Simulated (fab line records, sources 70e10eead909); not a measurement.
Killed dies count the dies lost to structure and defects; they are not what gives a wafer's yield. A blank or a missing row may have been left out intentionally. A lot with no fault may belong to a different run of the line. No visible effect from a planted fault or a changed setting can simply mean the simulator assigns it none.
fab line records ; flow nandHarc
record: lots: 6; wafers: 18; lastDay: 24
route steps=1159 shown P_CONTACT@249 P_M0@253
lots untouched by any fault: they come from a run of this same line in which no faults occurred
startH: the number of hours between the record's first day and the start of the first shown wafer of the lot ; waitH: time in hours since the lot's previous step ; " the same as in the row above ; L1.1+2: a row that stands for several wafers ; - no value present, or no start provided ; * or withheld: withheld ; < > ~ a bound
route shown NAME@n: NAME is a module with steps in the file, n the number in the route of the first one ; usual: average and standard deviation across the fault-free wafers ; same: alike in all rows ; chamber/n: place in a boat ; sites: readings site by site ; _std_site: how widely they spread, as a standard deviation ; _edge_site: outer sites' mean less inner sites' ; radiusMm: how far each site lies from the wafer's centre ; mask NAME#n: copy n ; behind: tool/chamber where the wafer was last shaped ; hold: reason for holding the lot/hours on hold/outcome of the hold ; device: which transistor (n, p or np) failed to switch ; end of line: the same wafers' tests at the end of the route ; for a step that has no rows: nothing shown but its recipe ; killed: count of dies lost to structure and defects at first sort (not the wafer's yield) ; map: per-die view of a wafer (x killed, . not killed, _ where there is no die)
set.NAME: the run value of the setting; set.NAME@STEP: its run value at that earlier step ; model.NAME: the simulator's own value behind a step, which no gauge read
lots at selected steps of the route; one table per step, one row per wafer
services: the hour from which a tool's chamber was out of use, counted from the record's first day as startH (under 0 if before that day), plus the number of hours and why
== steps ==
step: NHARC_P_CONTACT_CMP_24
recipe: tOverpolishS: 30; targetThkNm: 200
usual: motorCurrentA: 12.4/1.4; overpolishRunS: 29.999/0.0084; slurryFilterDpKPa: 13.47/0.14; slurryFlowMlMin: 150.0/0.43; timeToEndpointS: 37.8/1.9
lot.wafer;tool;chamber;startH;waitH;motorCurrentA;overpolishRunS;slurryFilterDpKPa;slurryFlowMlMin;timeToEndpointS
L720.1;cmp-04;2;147.28;0.5;11.3;30.012;13.28;150.2;38.5
L720.2;cmp-04;3;147.28;0.5;12.4;30.002;13.25;148.0;35.7
L720.6;cmp-04;3;147.28;0.5;12.0;30.002;13.41;148.9;37.9
L721.3;cmp-01;1;157.41;0.3;14.8;29.988;13.47;150.6;39.1
L721.2;cmp-01;3;157.41;0.3;12.2;29.995;13.38;149.9;38.7
L721.6;cmp-01;2;157.41;0.3;9.7;29.992;13.47;149.5;36.9
L725.3;cmp-03;1;169.18;0.3;12.8;29.994;13.66;150.7;38.3
L725.1;cmp-03;0;169.18;0.3;9.5;30.000;13.47;149.2;38.1
L725.6;cmp-03;2;169.18;0.3;14.7;29.998;13.47;150.4;36.5
L732.3;cmp-03;3;216.90;0.4;13.7;30.002;13.39;149.7;39.0
L732.4;cmp-03;1;216.90;0.4;13.1;30.001;13.54;150.0;41.2
L732.6;cmp-03;2;216.90;0.4;14.3;29.998;13.40;149.9;38.4
L733.2;cmp-03;3;221.56;0.6;13.5;30.008;13.51;150.3;35.3
L733.6;cmp-03;1;221.56;0.6;13.2;29.997;13.74;149.5;39.9
L733.5;cmp-03;2;221.56;0.6;13.7;29.981;13.65;150.0;33.9
L736.3;cmp-04;1;239.08;0.4;11.9;30.005;13.38;150.1;38.9
L736.1;cmp-04;2;239.08;0.4;11.4;30.001;13.56;149.5;38.3
L736.4;cmp-04;0;239.08;0.4;12.5;29.996;13.37;149.7;38.3
step: NHARC_P_CONTACT_SRD_26
step: NHARC_P_CONTACT_INSPECT_27
usual: rawDefectCount: 288/130
lot.wafer;tool;chamber;startH;waitH;rawDefectCount
L720.1;defectInspect-02;-;147.69;0.1;195
L720.2;defectInspect-02;-;147.69;0.1;113
L720.6;defectInspect-02;-;147.69;0.1;140
L721.2;defectInspect-01;-;157.82;0.1;249
L721.3;defectInspect-01;-;157.82;0.1;373
L721.6;defectInspect-01;-;157.82;0.1;377
L725.1;defectInspect-02;-;169.58;0.1;279
L725.3;defectInspect-02;-;169.58;0.1;379
L725.6;defectInspect-02;-;169.58;0.1;537
L732.3;defectInspect-02;-;217.28;0.1;305
L732.4;defectInspect-02;-;217.28;0.1;341
L732.6;defectInspect-02;-;217.28;0.1;446
L733.2;defectInspect-01;-;221.92;0.1;209
L733.5;defectInspect-01;-;221.92;0.1;365
L733.6;defectInspect-01;-;221.92;0.1;381
L736.1;defectInspect-01;-;239.48;0.1;213
L736.3;defectInspect-01;-;239.48;0.1;183
L736.4;defectInspect-01;-;239.48;0.1;196
step: NHARC_P_M0_DEP_00
recipe: targetThkA: 1500; targetThkNm: 150; tempC: withheld; pressureTorr: 5; flowSccm: 200; rfW: 600; material: SiOC
step: NHARC_P_M0_DEHYDRATE_01
recipe: tempC: 150; timeS: 120
step: NHARC_P_M0_HMDS_02
recipe: timeS: 30
step: NHARC_P_M0_COAT_33
recipe: tempC: 200; timeS: 65
step: NHARC_P_M0_COAT_03
recipe: spinRpm: 1500; resistThkNm: 90
step: NHARC_P_M0_SOFTBAKE_04
recipe: tempC: 105; timeS: 55
step: NHARC_P_M0_EBR_05
step: NHARC_P_M0_EXPOSE_06
recipe: na: 1.35; targetCdNm: 90; doseMj: 81.28; maskId: P_M0
step: NHARC_P_M0_PEB_07
recipe: pebTempC: 100; pebTimeS: 65
usual: heaterPowerTotalW: 156.7/0.4; plateTempC: 100.01/0.12; resistLineTempC: 23.01/0.11
same: pebTimeS: 65
lot.wafer;tool;chamber;startH;waitH;heaterPowerTotalW;plateTempC;resistLineTempC
L720.1;lithoTrack-04;0;148.53;0.1;156.0;100.03;23.03
L720.2;lithoTrack-04;0;148.53;0.1;156.5;100.05;22.91
L720.6;lithoTrack-04;0;148.53;0.1;157.1;100.11;23.01
L721.2;lithoTrack-04;0;158.64;0.1;148.2;95.96;23.21
L721.3;lithoTrack-04;0;158.64;0.1;147.4;96.06;23.15
L721.6;lithoTrack-04;0;158.64;0.1;147.9;95.95;23.13
L725.1;lithoTrack-04;0;170.41;0.1;148.2;96.06;22.99
L725.3;lithoTrack-04;0;170.41;0.1;147.8;95.99;23.24
L725.6;lithoTrack-04;0;170.41;0.1;148.4;95.92;23.17
L732.3;lithoTrack-06;0;218.34;0.0;156.8;100.07;22.98
L732.4;lithoTrack-06;0;218.34;0.0;156.6;100.11;22.94
L732.6;lithoTrack-06;0;218.34;0.0;157.0;100.17;22.94
L733.2;lithoTrack-01;0;222.94;0.1;157.2;100.00;23.05
L733.5;lithoTrack-01;0;222.94;0.1;156.0;99.88;22.91
L733.6;lithoTrack-01;0;222.94;0.1;157.1;99.76;23.05
L736.1;lithoTrack-01;0;240.49;0.1;157.0;99.92;23.17
L736.3;lithoTrack-01;0;240.49;0.1;156.8;100.05;23.07
L736.4;lithoTrack-01;0;240.49;0.1;157.0;99.98;23.17
step: NHARC_P_M0_DEVELOP_08
recipe: developTimeS: 35; devTempC: 23
== services ==
tool;chamber;startH;hours;kind
cmp-04;-;130.34;2.7;repair
lithoTrack-04;-;141.00;7.0;pm
cmp-03;-;155.95;1.9;repair
cmp-03;-;161.83;-;consumableReplace:conditioner
cmp-03;-;161.83;-;consumableReplace:pad
cmp-01;-;168.65;2.2;repair
cmp-01;-;179.50;4.0;pm
cmp-01;-;183.50;-;consumableReplace:conditioner
cmp-01;-;183.50;-;consumableReplace:pad
cmp-01;-;192.90;1.7;repair
cmp-04;-;203.06;4.0;pm
cmp-04;-;207.06;-;consumableReplace:conditioner
cmp-04;-;207.06;-;consumableReplace:pad
cmp-04;-;218.40;6.5;repair
cmp-04;-;227.14;1.3;repair
cmp-03;-;233.19;0.6;repair
== key ==
firstSign: step: NHARC_P_M0_PEB_07; reading: plateTempC; direction: down; sigmas: 33; usual: *; struck: *
effect: step: NHARC_P_M0_PEB_07; reading: heaterPowerTotalW; direction: down; sigmas: 22; usual: *; struck: *
metAt NHARC_P_M0_PEB_07
struckWafers L721.2,L721.3,L721.6,L725.1,L725.3,L725.6
laterRowsLeftOut L725.1,L725.3,L725.6
sortLeftOut L721.2,L721.3,L721.6,L725.1,L725.3,L725.6
onsetBetween 148.53 158.64
fault: kind: processParameterDrift; tool: lithoTrack-04; chamber: -; onsetH: 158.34; steps: NHARC_P_M0_PEB_07; channel: pebTempC; offset: *; shape: step; endH: 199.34; actsIn: *; stated: *
sortLeftOut: the simulated sort isn't trusted on such a fault, so these wafers' sort isn't shown, and their yield isn't known
laterRowsLeftOut: the simulator's readings of these wafers behind a module that went badly wrong aren't trusted and aren't shown, but for the sort
